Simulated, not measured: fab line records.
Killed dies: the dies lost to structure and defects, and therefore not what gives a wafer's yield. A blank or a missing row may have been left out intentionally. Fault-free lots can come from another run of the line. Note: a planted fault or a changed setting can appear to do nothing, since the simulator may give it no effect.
A single fault, viewed from 2 desks :: flow n5_finfet :: each desk holds nothing but its own numbers, with what lay behind them at the end

DESK OF THE TOOL OWNER: epi_rpcvd-03
The tool's own readings at N5_SD_EPI_P_EPI_21 (deposits SiGe:B, time 355 s): means of the sampled wafers that have a number, for each lot that ran on this tool. If a lot's mean is further than 4 standard deviations from the usual mean, the lot is out of limits and carries the mark OUT (the distance appears in the brackets).
Columns: A = chamber_pressure_Torr at N5_SD_EPI_P_EPI_21, usual 20.00 Torr
lot: L703
first seen here: day 3 12:31
A: 19.93

lot: L708
first seen here: day 4 18:46
A: 20.02

lot: L709
first seen here: day 5 04:59
A: 20.05

lot: L712
first seen here: day 5 22:57
A: 20.02
This desk's finding: nothing out of limits on any of the 4 lots.

METROLOGY DESK
What the gauges read for every lot (on any tool): the sampled wafers with a number, averaged. If a lot's mean is further than 4 standard deviations from the usual mean, the lot is out of limits and carries the mark OUT (the distance appears in the brackets).
Columns: A = thk_nm at N5_SD_EPI_P_EPI_MEAS_23, usual 60.7 nm
lot: L703
first seen here: day 3 14:43
A: 61.6

lot: L708
first seen here: day 4 20:58
A: 65.8

lot: L709
first seen here: day 5 07:11
A: 66.2 (+4.3) OUT

lot: L712
first seen here: day 6 01:09
A: 65.2

lot: L722
first seen here: day 8 10:22
A: 61.2
This desk finds L709 out of limits, L709 being first, at day 5 07:11 (thk_nm at N5_SD_EPI_P_EPI_MEAS_23). L703, L708, L712, L722: within limits.

TAKEN TOGETHER
Metrology desk: alarm possible at day 5 07:11 on L709.
The tool owner's desk saw nothing out of limits.
On record at the tool owner's desk: L709, within its limits.
The lots listed all ran N5_SD_EPI_P_EPI_21 on epi_rpcvd-03.

WHAT THE SIMULATOR PUT IN
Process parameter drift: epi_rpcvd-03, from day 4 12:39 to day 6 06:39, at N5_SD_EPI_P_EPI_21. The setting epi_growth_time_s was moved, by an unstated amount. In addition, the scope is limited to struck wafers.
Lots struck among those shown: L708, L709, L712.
Hours from the fault's start to each desk's first reading out of limits: the metrology desk, 19.
